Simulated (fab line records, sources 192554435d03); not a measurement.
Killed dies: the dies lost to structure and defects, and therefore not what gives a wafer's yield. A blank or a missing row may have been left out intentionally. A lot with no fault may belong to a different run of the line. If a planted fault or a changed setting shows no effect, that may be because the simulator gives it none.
Shared-tool check	flow n5_finfet	Lots sampled 10, wafers sampled 30

REASON IT WAS OPENED
At N5_SPACER0_INSPECT_04 the reading raw_defect_count is flagged on 3 of 10 lots. No-fault wafers: 142, standard deviation 38.
Rule: a lot is flagged when every wafer of it that has a number lies more than 4 standard deviations from that mean, or none has a number. As for the other lots, they are considered sound.

lot	measured	on	raw_defect_count, wafer by wafer	flag
L939	day 3 02:34	defect_inspect-02	154 123 135	
L945	day 4 10:56	defect_inspect-02	101 92 108	
L949	day 5 14:39	defect_inspect-01	97 88 184	
L950	day 6 02:26	defect_inspect-02	141 107 103	
L951	day 6 06:42	defect_inspect-02	125 99 134	
L952	day 6 10:29	defect_inspect-02	1011 1058 1044	FLAGGED
L953	day 6 13:30	defect_inspect-02	993 1030 1023	FLAGGED
L958	day 7 18:40	defect_inspect-01	1016 1092 1064	FLAGGED
L961	day 8 16:15	defect_inspect-02	128 143 115	
L962	day 8 18:58	defect_inspect-02	146 132 166	
The numbers of the flagged lots are 1037 on average: +895 against the usual, or +24 standard deviations.

WHICH TOOL EACH LOT WENT THROUGH
Before the reading, the record contains 3 process steps out of a 1938-step route. Read each cell as the tool, then ch plus the chambers that the sampled wafers visited, then the start.
lot	flag	N5_DUMMY_GATE_ETCH_36	N5_DUMMY_GATE_STRIP_48	N5_SPACER0_ALD_07
L939		rie_diel-03 ch 0,1,3, day 3 00:43	rie_diel-06 ch 0,2,3, day 3 01:46	ald_sin-01 ch 1,2, day 3 01:59
L945		rie_diel-03 ch 0,2,3, day 4 09:16	rie_diel-03 ch 1,2,3, day 4 10:07	ald_sin-01 ch 1,2,3, day 4 10:22
L949		rie_diel-03 ch 1,2, day 5 12:33	rie_diel-06 ch 0,1,3, day 5 13:25	ald_sin-01 ch 2,3, day 5 14:05
L950		rie_diel-03 ch 2,3, day 6 00:47	rie_diel-03 ch 0,1,3, day 6 01:38	ald_sin-01 ch 0,3, day 6 01:52
L951		rie_diel-01 ch 0,1,3, day 6 04:49	rie_diel-03 ch 0,2,3, day 6 05:40	ald_sin-02 ch 1,2,3, day 6 06:08
L952	FLAGGED	rie_diel-06 ch 0,2,3, day 6 08:46	rie_diel-06 ch 0,1,3, day 6 09:38	ald_sin-01 ch 0,2,3, day 6 09:55
L953	FLAGGED	rie_diel-01 ch 0,1,3, day 6 11:40	rie_diel-03 ch 0,1,2, day 6 12:43	ald_sin-01 ch 0,1,2, day 6 12:56
L958	FLAGGED	rie_diel-03 ch 0,2, day 7 16:59	rie_diel-03 ch 0,2,3, day 7 17:52	ald_sin-01 ch 1,2,3, day 7 18:06
L961		rie_diel-01 ch 0,2,3, day 8 14:36	rie_diel-01 ch 0,2, day 8 15:28	ald_sin-02 ch 1,3, day 8 15:41
L962		rie_diel-01 ch 0,2,3, day 8 15:14	rie_diel-06 ch 0,2,3, day 8 16:13	ald_sin-02 ch 0,1,3, day 8 18:23
What the steps here do:
- N5_DUMMY_GATE_ETCH_36: etches SiARC in CF4, target depth 13 nm.
- N5_DUMMY_GATE_STRIP_48: strips in N2/H2, time 20 s.
- N5_SPACER0_ALD_07: deposits SiNx, target thk 2 nm.
- N5_SPACER0_INSPECT_04: inspects for defects (darkfield).

FLAGGED AGAINST TOTAL, ONE TOOL AT A TIME (gauges that did the reading follow at the end)
step	tool	lots run	flagged	share of the flagged lots	sound lots run after its first flagged lot
N5_DUMMY_GATE_ETCH_36	rie_diel-01	4	1	some	2 (L961,L962)
N5_DUMMY_GATE_ETCH_36	rie_diel-03	5	1	some	0
N5_DUMMY_GATE_ETCH_36	rie_diel-06	1	1	some	0
N5_DUMMY_GATE_STRIP_48	rie_diel-01	1	0	none	-
N5_DUMMY_GATE_STRIP_48	rie_diel-03	5	2	some	0
N5_DUMMY_GATE_STRIP_48	rie_diel-06	4	1	some	1 (L962)
N5_SPACER0_ALD_07	ald_sin-01	7	3	all	0
N5_SPACER0_ALD_07	ald_sin-02	3	0	none	-
N5_SPACER0_INSPECT_04	defect_inspect-01	2	1	some	0
N5_SPACER0_INSPECT_04	defect_inspect-02	8	2	some	2 (L961,L962)

WHAT THE TABLE PERMITS
Rows of the table that ran each flagged lot: 1, that is ald_sin-01 at N5_SPACER0_ALD_07.
- ald_sin-01 at N5_SPACER0_ALD_07: 3 of its 7 lots flagged. It ran its last sound lot, L950, at day 6 01:52 and its first flagged lot, L952, at day 6 09:55: a fault with its onset between the two fits.
One tool is left: ald_sin-01 at N5_SPACER0_ALD_07.

WHAT THE SIMULATOR HAD INSERTED
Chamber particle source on ald_sin-01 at N5_SPACER0_ALD_07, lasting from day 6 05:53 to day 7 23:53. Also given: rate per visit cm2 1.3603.
Shown lots that were struck: L952, L953, L958. The same result came from the rule above.
